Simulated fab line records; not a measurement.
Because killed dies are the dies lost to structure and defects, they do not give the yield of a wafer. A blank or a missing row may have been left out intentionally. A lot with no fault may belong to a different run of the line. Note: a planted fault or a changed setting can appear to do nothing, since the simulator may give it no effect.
Which tool did it?	flow n5_finfet	57 wafers from 19 lots sampled at 6 of the route's 1938 steps

WHAT EACH GAUGE READ, for each wafer
N5_BEOL_M7_CD_MEAS_28: target cd 40 nm.
lot	measured	on	cd_nm (nm)
L074	day 9 01:35	cd_sem-03	40.26 40.08 40.01
L075	day 9 05:56	cd_sem-01	40.03 39.78 39.79
L076	day 9 11:50	cd_sem-03	39.49 39.61 39.97
L079	day 10 04:22	cd_sem-02	39.88 39.70 39.77
L081	day 10 18:29	cd_sem-03	40.16 40.02 40.01
L082	day 10 18:19	cd_sem-01	40.34 40.24 40.17
L085	day 11 01:54	cd_sem-01	39.91 39.83 39.65
L084	day 11 03:59	cd_sem-02	39.93 39.85 39.92
L086	day 12 09:44	cd_sem-02	40.58 39.93 40.18
L087	day 12 14:52	cd_sem-01	39.89 39.23 39.83
L089	day 12 14:49	cd_sem-03	39.49 39.64 39.86
L088	day 13 02:25	cd_sem-02	39.61 40.06 39.55
L091	day 13 06:19	cd_sem-03	39.47 40.05 39.78
L090	day 13 23:42	cd_sem-01	40.05 40.13 39.46
L093	day 15 04:41	cd_sem-02	39.71 39.32 39.50
L096	day 15 05:11	cd_sem-02	40.12 40.10 39.34
L094	day 15 08:07	cd_sem-02	39.62 40.40 39.94
L097	day 16 02:44	cd_sem-01	40.15 39.91 40.04
L095	day 16 18:59	cd_sem-03	40.00 39.66 40.34

WHAT TOOL EACH LOT RAN ON (gives the tool, then ch and the chambers of the sampled wafers, and finally the start)
lot	N5_BEOL_M6_ETCH_72	N5_BEOL_M6_ETCH_65	N5_BEOL_M6_TRENCH_ETCH_37	N5_BEOL_M7_PECVD_70	N5_BEOL_M7_STRIP_19
L074	rie_diel-05 ch 0,1,3, day 8 17:00	rie_diel-05 ch 0,1,3, day 8 17:01	rie_diel-05 ch 0,1,3, day 8 22:19 or earlier	pecvd-02 ch 0,1,2, day 8 22:19	rie_diel-06 ch 0,1,3, day 8 23:48
L075	rie_diel-03 ch 1,2, day 8 22:35	rie_diel-03 ch 1,2, day 8 22:37	rie_diel-03 ch 1,2, day 9 03:31 or earlier	pecvd-03 ch 0,1,2, day 9 03:31	rie_diel-04 ch 0,1,2, day 9 05:34
L076	rie_diel-01 ch 1,2, day 9 03:41	rie_diel-01 ch 1,2, day 9 03:42	rie_diel-01 ch 1,2, day 9 07:07 or earlier	pecvd-04 ch 0,1, day 9 07:07	rie_diel-04 ch 0,3, day 9 09:58
L079	rie_diel-05 ch 0,1,2, day 9 20:29	rie_diel-05 ch 0,1,2, day 9 20:31	rie_diel-05 ch 0,1,2, day 10 00:45 or earlier	pecvd-03 ch 0,1, day 10 00:45	rie_diel-06 ch 1,2, day 10 01:59
L081	rie_diel-05 ch 2,3, day 10 09:53	rie_diel-05 ch 2,3, day 10 09:54	rie_diel-05 ch 2,3, day 10 14:28 or earlier	pecvd-02 ch 0,1, day 10 14:28	rie_diel-04 ch 1,2, day 10 16:22
L082	rie_diel-03 ch 0,1, day 10 10:07	rie_diel-03 ch 0,1, day 10 10:07	rie_diel-03 ch 0,1, day 10 14:53 or earlier	pecvd-04 ch 0,1,2, day 10 14:53	rie_diel-04 ch 1,3, day 10 16:30
L085	rie_diel-01 ch 1,2,3, day 10 19:11	rie_diel-01 ch 1,2,3, day 10 19:12	rie_diel-01 ch 1,2,3, day 10 23:11 or earlier	pecvd-04 ch 0,2, day 10 23:11	rie_diel-06 ch 0,1, day 11 00:58
L084	rie_diel-05 ch 2,3, day 10 21:14	rie_diel-05 ch 2,3, day 10 21:16	rie_diel-05 ch 2,3, day 11 01:09 or earlier	pecvd-03 ch 0,1,2, day 11 01:09	rie_diel-04 ch 0,1,3, day 11 03:36
L086	rie_diel-01 ch 0,1, day 12 00:19	rie_diel-01 ch 0,1, day 12 00:20	rie_diel-01 ch 0,1, day 12 06:11 or earlier	pecvd-03 ch 0,2, day 12 06:11	rie_diel-04 ch 2,3, day 12 09:01
L087	rie_diel-01 ch 2,3, day 12 05:01	rie_diel-01 ch 2,3, day 12 05:01	rie_diel-01 ch 2,3, day 12 09:38 or earlier	pecvd-04 ch 0,1,2, day 12 09:38	rie_diel-06 ch 0,1,3, day 12 11:20
L089	rie_diel-05 ch 0,2,3, day 12 05:01	rie_diel-05 ch 0,2,3, day 12 05:02	rie_diel-05 ch 0,2,3, day 12 10:01 or earlier	pecvd-03 ch 0,1,2, day 12 10:01	rie_diel-06 ch 0,2,3, day 12 11:46
L088	rie_diel-03 ch 0,1,3, day 12 17:23	rie_diel-03 ch 0,1,3, day 12 17:25	rie_diel-03 ch 0,1,3, day 12 22:16 or earlier	pecvd-03 ch 0,1,2, day 12 22:16	rie_diel-06 ch 0,2,3, day 13 01:07
L091	rie_diel-01 ch 0,2,3, day 12 20:45	rie_diel-01 ch 0,2,3, day 12 20:46	rie_diel-01 ch 0,2,3, day 13 01:36 or earlier	pecvd-03 ch 1,2, day 13 01:36	rie_diel-04 ch 1,2,3, day 13 02:56
L090	rie_diel-05 ch 0,1, day 13 17:46	rie_diel-05 ch 0,1, day 13 17:47	rie_diel-05 ch 0,1, day 13 21:26 or earlier	pecvd-04 ch 1,2, day 13 21:26	rie_diel-02 ch 1,2, day 13 23:18
L093	rie_diel-01 ch 1,2, day 14 22:33	rie_diel-01 ch 1,2, day 14 22:34	rie_diel-01 ch 1,2, day 15 02:08 or earlier	pecvd-02 ch 0,2, day 15 02:08	rie_diel-06 ch 1,2,3, day 15 04:11
L096	rie_diel-05 ch 0,1,3, day 14 23:05	rie_diel-05 ch 0,1,3, day 14 23:07	rie_diel-05 ch 0,1,3, day 15 02:58 or earlier	pecvd-04 ch 1,2, day 15 02:58	rie_diel-02 ch 0,3, day 15 04:39
L094	rie_diel-03 ch 0,3, day 14 23:07	rie_diel-03 ch 0,3, day 14 23:07	rie_diel-03 ch 0,3, day 15 04:47 or earlier	pecvd-04 ch 1,2, day 15 04:47	rie_diel-06 ch 0,1,2, day 15 06:10
L097	rie_diel-01 ch 0,1,3, day 15 14:53	rie_diel-01 ch 0,1,3, day 15 14:55	rie_diel-01 ch 0,1,3, day 15 22:02 or earlier	pecvd-03 ch 0,2, day 15 22:02	rie_diel-02 ch 2,3, day 16 00:25
L095	rie_diel-05 ch 0,1, day 16 03:02	rie_diel-05 ch 0,1, day 16 03:04	rie_diel-05 ch 0,1, day 16 08:09 or earlier	pecvd-03 ch 0,1,2, day 16 08:09	rie_diel-04 ch 1,2, day 16 12:28
- N5_BEOL_M6_ETCH_72: etches underlayer in N2/H2, target depth 6.5 nm, time 5.2 s.
- N5_BEOL_M6_ETCH_65: etches SiARC in CF4, target depth 15.6 nm, time 26 s.
- N5_BEOL_M6_TRENCH_ETCH_37: etches SiCOH lowk in C4F6/O2, target depth 94.435 nm, time 31.5 s.
- N5_BEOL_M7_PECVD_70: deposits SiO2 from TEOS/O2, target thk 20 nm, time 22.7 s.
- N5_BEOL_M7_STRIP_19: strips in O2.

AS READ BY THE TOOLS THEMSELVES (means over the sampled wafers that have a number; for cases with no such wafer, the mark the record gives instead)
N5_BEOL_M6_ETCH_72.
lot	tool	bias_w (W)	drypump_motor_current_A (A)	etch_rf_on_time_s (s)	oes_product_au (a.u.)	rf_fwd_power_W (W)	rf_vpp_V (V)	showerhead_plenum_p_Torr (Torr)	throttle_valve_pct (%)
L074	rie_diel-05	149.9	5.9	5.28	0.59	822.4	521.0	2.43	17.86
L075	rie_diel-03	150.1	5.5	5.18	0.57	818.6	522.3	2.49	17.99
L076	rie_diel-01	150.1	5.9	5.08	0.75	818.7	524.8	2.59	17.67
L079	rie_diel-05	150.0	5.9	5.28	0.59	821.1	522.0	2.50	17.94
L081	rie_diel-05	149.6	6.1	5.22	0.61	819.0	524.6	2.55	17.97
L082	rie_diel-03	149.5	6.2	5.28	0.65	819.3	524.8	2.58	17.83
L085	rie_diel-01	150.2	5.8	5.21	0.74	819.0	525.2	2.62	17.82
L084	rie_diel-05	150.3	6.1	5.20	0.60	817.4	524.0	2.55	17.97
L086	rie_diel-01	150.1	5.5	5.25	0.67	820.2	525.1	2.63	17.76
L087	rie_diel-01	149.8	5.7	5.23	0.73	818.2	527.0	2.66	18.01
L089	rie_diel-05	150.5	6.1	5.16	0.66	819.9	525.6	2.57	17.79
L088	rie_diel-03	149.5	5.8	5.31	0.64	819.9	523.9	2.50	17.85
L091	rie_diel-01	150.1	5.4	5.33	0.69	819.8	526.3	2.64	17.90
L090	rie_diel-05	150.1	5.7	5.08	0.77	821.6	524.8	2.55	17.51
L093	rie_diel-01	149.5	5.9	5.14	0.69	820.2	524.3	2.57	17.73
L096	rie_diel-05	150.4	5.9	5.05	0.79	817.6	526.8	2.62	17.48
L094	rie_diel-03	150.1	5.9	5.30	0.74	820.7	523.0	2.54	17.80
L097	rie_diel-01	150.2	5.7	5.24	0.67	818.4	526.0	2.63	17.93
L095	rie_diel-05	149.5	5.9	5.17	0.72	815.9	524.8	2.62	17.50

N5_BEOL_M6_ETCH_65.
lot	tool	bias_w (W)	drypump_motor_current_A (A)	etch_rf_on_time_s (s)	oes_product_au (a.u.)	rf_fwd_power_W (W)	rf_vpp_V (V)	showerhead_plenum_p_Torr (Torr)	throttle_valve_pct (%)
L074	rie_diel-05	35.98	5.9	26.4	0.60	531.5	182.2	2.06	15.71
L075	rie_diel-03	35.98	5.5	26.0	0.57	531.2	182.7	2.11	15.84
L076	rie_diel-01	35.87	5.9	25.9	0.75	531.0	184.5	2.17	15.33
L079	rie_diel-05	36.00	5.9	26.7	0.59	530.2	183.0	2.12	15.77
L081	rie_diel-05	35.86	6.1	26.5	0.61	532.5	183.6	2.15	15.78
L082	rie_diel-03	36.05	6.2	26.5	0.66	531.9	184.6	2.18	15.63
L085	rie_diel-01	35.95	5.8	26.2	0.73	533.1	184.8	2.21	15.55
L084	rie_diel-05	35.95	6.1	26.1	0.61	532.5	183.7	2.14	15.79
L086	rie_diel-01	36.06	5.5	26.2	0.67	531.9	185.8	2.21	15.55
L087	rie_diel-01	36.08	5.6	26.7	0.72	533.9	184.2	2.24	15.76
L089	rie_diel-05	35.96	6.1	26.0	0.66	530.7	185.1	2.17	15.59
L088	rie_diel-03	36.01	5.8	26.7	0.64	532.5	184.8	2.11	15.69
L091	rie_diel-01	36.06	5.5	26.1	0.69	532.5	185.7	2.22	15.68
L090	rie_diel-05	36.07	5.7	25.6	0.76	532.5	184.8	2.16	15.34
L093	rie_diel-01	36.06	5.9	25.9	0.69	534.7	184.2	2.15	15.41
L096	rie_diel-05	36.02	5.9	25.3	0.78	530.9	185.0	2.21	15.31
L094	rie_diel-03	35.94	5.8	26.2	0.75	529.4	184.1	2.14	15.66
L097	rie_diel-01	35.99	5.6	26.2	0.67	531.2	184.7	2.21	15.69
L095	rie_diel-05	35.90	5.9	25.5	0.74	530.8	184.3	2.21	15.30

N5_BEOL_M6_TRENCH_ETCH_37.
lot	tool	bias_w (W)	drypump_motor_current_A (A)	oes_product_au (a.u.)	rf_fwd_power_W (W)	rf_vpp_V (V)	showerhead_plenum_p_Torr (Torr)	throttle_valve_pct (%)
L074	rie_diel-05	184.7	5.9	0.70	339.7	645	2.73	20.90
L075	rie_diel-03	184.8	5.5	0.68	339.4	661	2.81	21.16
L076	rie_diel-01	185.8	5.9	0.88	340.6	683	2.90	20.73
L079	rie_diel-05	184.9	5.9	0.69	338.5	659	2.81	21.02
L081	rie_diel-05	185.5	6.1	0.72	338.8	667	2.86	21.04
L082	rie_diel-03	184.8	6.2	0.77	340.7	669	2.88	20.87
L085	rie_diel-01	184.7	5.8	0.87	340.6	673	2.93	20.91
L084	rie_diel-05	184.9	6.1	0.71	339.6	667	2.85	21.04
L086	rie_diel-01	185.2	5.5	0.79	338.8	677	2.94	20.85
L087	rie_diel-01	184.4	5.6	0.85	341.9	663	2.97	21.11
L089	rie_diel-05	184.8	6.1	0.78	339.1	659	2.88	20.85
L088	rie_diel-03	184.9	5.8	0.75	340.5	665	2.80	20.92
L091	rie_diel-01	185.3	5.4	0.81	341.1	671	2.95	20.97
L090	rie_diel-05	185.1	5.7	0.90	339.6	651	2.86	20.65
L093	rie_diel-01	185.4	5.9	0.82	339.5	683	2.87	20.79
L096	rie_diel-05	185.4	5.9	0.92	340.3	653	2.93	20.60
L094	rie_diel-03	184.5	5.8	0.87	340.1	670	2.83	20.93
L097	rie_diel-01	185.4	5.6	0.80	339.4	671	2.94	21.03
L095	rie_diel-05	184.9	5.9	0.86	340.1	653	2.93	20.63

N5_BEOL_M7_PECVD_70.
lot	tool	heater_power_w (W)	rf_fwd_power_W (W)	showerhead_plenum_p_Torr (Torr)	showerhead_vpp_V (V)	throttle_valve_pct (%)
L074	pecvd-02	756	444.0	8.79	1290	22.2
L075	pecvd-03	678	446.3	8.87	1289	22.6
L076	pecvd-04	721	443.9	8.73	1349	24.2
L079	pecvd-03	720	443.6	8.92	1240	24.0
L081	pecvd-02	789	443.9	8.77	1331	22.7
L082	pecvd-04	714	445.7	8.76	1333	23.5
L085	pecvd-04	832	446.1	8.76	1354	24.1
L084	pecvd-03	676	446.6	8.88	1299	22.5
L086	pecvd-03	716	448.1	8.89	1313	22.9
L087	pecvd-04	724	444.7	8.77	1347	23.6
L089	pecvd-03	708	444.2	8.87	1291	22.6
L088	pecvd-03	697	444.6	8.88	1280	22.5
L091	pecvd-03	585	444.5	8.82	1299	21.2
L090	pecvd-04	633	448.1	8.76	1331	23.2
L093	pecvd-02	715	445.6	8.75	1281	21.2
L096	pecvd-04	623	445.5	8.76	1324	23.3
L094	pecvd-04	713	445.7	8.81	1329	22.6
L097	pecvd-03	704	446.2	8.89	1315	22.8
L095	pecvd-03	660	445.3	8.88	1285	22.5

N5_BEOL_M7_STRIP_19.
lot	tool	drypump_motor_current_A (A)	oes_product_au (a.u.)	rf_vpp_V (V)	showerhead_plenum_p_Torr (Torr)	throttle_valve_pct (%)
L074	rie_diel-06	5.5	0.80	3.2	2.10	16.59
L075	rie_diel-04	5.4	0.80	3.5	2.11	16.69
L076	rie_diel-04	5.2	0.82	3.6	2.13	16.66
L079	rie_diel-06	5.6	0.74	3.3	2.15	16.95
L081	rie_diel-04	5.8	0.77	3.8	2.14	16.73
L082	rie_diel-04	5.8	0.76	3.6	2.18	16.71
L085	rie_diel-06	5.1	0.69	3.5	2.10	16.64
L084	rie_diel-04	5.5	0.78	3.7	2.15	16.69
L086	rie_diel-04	5.1	0.82	3.0	2.07	16.79
L087	rie_diel-06	5.5	0.85	3.4	2.09	16.49
L089	rie_diel-06	5.7	0.84	3.4	2.07	16.52
L088	rie_diel-06	5.7	0.85	4.1	2.06	16.54
L091	rie_diel-04	5.5	0.78	3.7	2.12	16.76
L090	rie_diel-02	6.0	0.79	3.7	2.10	16.65
L093	rie_diel-06	5.8	0.77	4.1	2.10	16.86
L096	rie_diel-02	5.2	0.69	3.6	2.10	16.88
L094	rie_diel-06	5.4	0.77	3.7	2.10	16.72
L097	rie_diel-02	5.9	0.81	3.9	2.15	16.66
L095	rie_diel-04	5.4	0.76	3.1	2.07	16.82

THE ANSWER, worked out from the rows above alone
Rule: the lots themselves supply what counts as usual. Put in order of their means at a reading, lots are off if they are a third of the lots or fewer, leave a main group of 4 or more, and stand apart from it by a gap of 3 or more times the standard deviation of the main group's means; of several such gaps the widest counts. If all means in a main group match to the digits the tables above print for the reading, that group is not used. Also off: a lot with no number at a reading for which 4 or more lots have one. All remaining lots with rows at the step are treated as sound. After the gauges, taken in route order, come the tools' own readings; for these a lot's mean is taken, as printed above. At the first step where some lot is off, the reading lying furthest off is the one used; lots without a number count as furthest.
Nothing can be told from this: no lot is off at any reading shown.

WHAT THE SIMULATOR PUT IN
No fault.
